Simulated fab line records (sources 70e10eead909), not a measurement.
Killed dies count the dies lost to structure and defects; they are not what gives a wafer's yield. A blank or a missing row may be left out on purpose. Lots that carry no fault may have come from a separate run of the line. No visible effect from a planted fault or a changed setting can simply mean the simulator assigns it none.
Problem report, 8D (eight disciplines) form, completed by code :: flow nandHarc :: the parts of the form that need people (team, actions taken, sign-off) are left out

## 1. WHAT WENT WRONG
At NHARC_END_SORT_01, killedAtArray averages 676 over 3 wafers from 3 lots, while fault-free wafers read 28, standard deviation 11. That is +59 standard deviations from the usual mean.
The first sign was on wafer L158.3 at day 22 23:25, on prober-01. Wafers with a number at this step in the record: 7, from 3 lots. Rule for "out", or "out of limits": more than 4 standard deviations from the usual mean. The other wafers with a number count as sound.

## 2. WHAT IT IS, WHAT IT ISN'T
question: which readings at this step
is: killedAtArray, killedDies
is not: killedAtOther, killedAtPeriphery, killedShort

question: which lots
is: L158, L161, L165
is not: -

question: which wafers of those lots
is: L158.3, L161.2, L165.3
is not: L158.1, L161.1, L165.5, L165.6

question: read on which gauges
is: prober-01, prober-02
is not: -

question: when
is: from day 22 23:25
is not: up to then (1 sound wafer); but 3 sound wafers of L161, L165 came after

## 3. SUSPECTS, AND WHAT RULES EACH OUT
Counting: a tool at a process step up to the reading stays a suspect if it ran every lot that is out. Sound lots after the first of them don't rule it out here, since some wafers of a struck lot are sound.
- the gauge at NHARC_END_SORT_01: ruled out. Those wafers that are out were read across 2 gauges (prober-01, prober-02).
- rieDiel-02 at NHARC_A_STAIRCASE_STRIP_295 (strips in O2): kept. It ran every lot that is out, first L158 (day 15 14:27). With no start given for some of its lots, NHARC_A_STAIRCASE_STRIP_295 uses the hours and lot order of NHARC_A_STAIRCASE_ALD_415.
- aldHk-03 at NHARC_A_STAIRCASE_ALD_415 (deposits SiO2, target thk 30 nm, pulse time 6 s, ald cycles 300): kept. It ran every lot that is out, first L158 (day 15 14:27).
Remaining after the count are rieDiel-02 at NHARC_A_STAIRCASE_STRIP_295 and aldHk-03 at NHARC_A_STAIRCASE_ALD_415.

## 4. THE CAUSE (what the simulator had put in)
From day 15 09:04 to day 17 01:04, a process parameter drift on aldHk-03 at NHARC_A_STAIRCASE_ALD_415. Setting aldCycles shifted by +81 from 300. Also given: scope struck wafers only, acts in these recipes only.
After counting, 2 suspects remain, this tool included.

## 5. SEQUENCE OF EFFECTS, ordered by route
Each row: a reading whose mean over the struck wafers that have a number lies more than 3 standard deviations from the usual. Only readings whose record carries a usual standard deviation are examined. hours: median over the lots of the time between each lot's start at the first step of this table that gives one and its start at this step. sigmas: the change, counted in usual standard deviations.
hours: 0
step: NHARC_END_SORT_01
reading: killedAtArray
usual: 28
on struck wafers: 676
change: +648
sigmas: +59

hours: 0
step: NHARC_END_SORT_01
reading: killedDies
usual: 32
on struck wafers: 677
change: +645
sigmas: +54

## 6. WHAT WOULD HAVE CAUGHT IT SOONER
182 hours passed between the start of the fault at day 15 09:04 and the first reading out of limits at a measuring or inspecting step in this record, taken at day 22 23:25.
Of the tool readings at NHARC_A_STAIRCASE_ALD_415 for which the record gives a usual standard deviation, none was out on any struck wafer, so an alarm limit of 4 standard deviations on them would not have fired.
Lots out: 3; all had begun NHARC_A_STAIRCASE_ALD_415 on aldHk-03 by day 22 23:25. Tool hold at that time: it would have spared none of them.
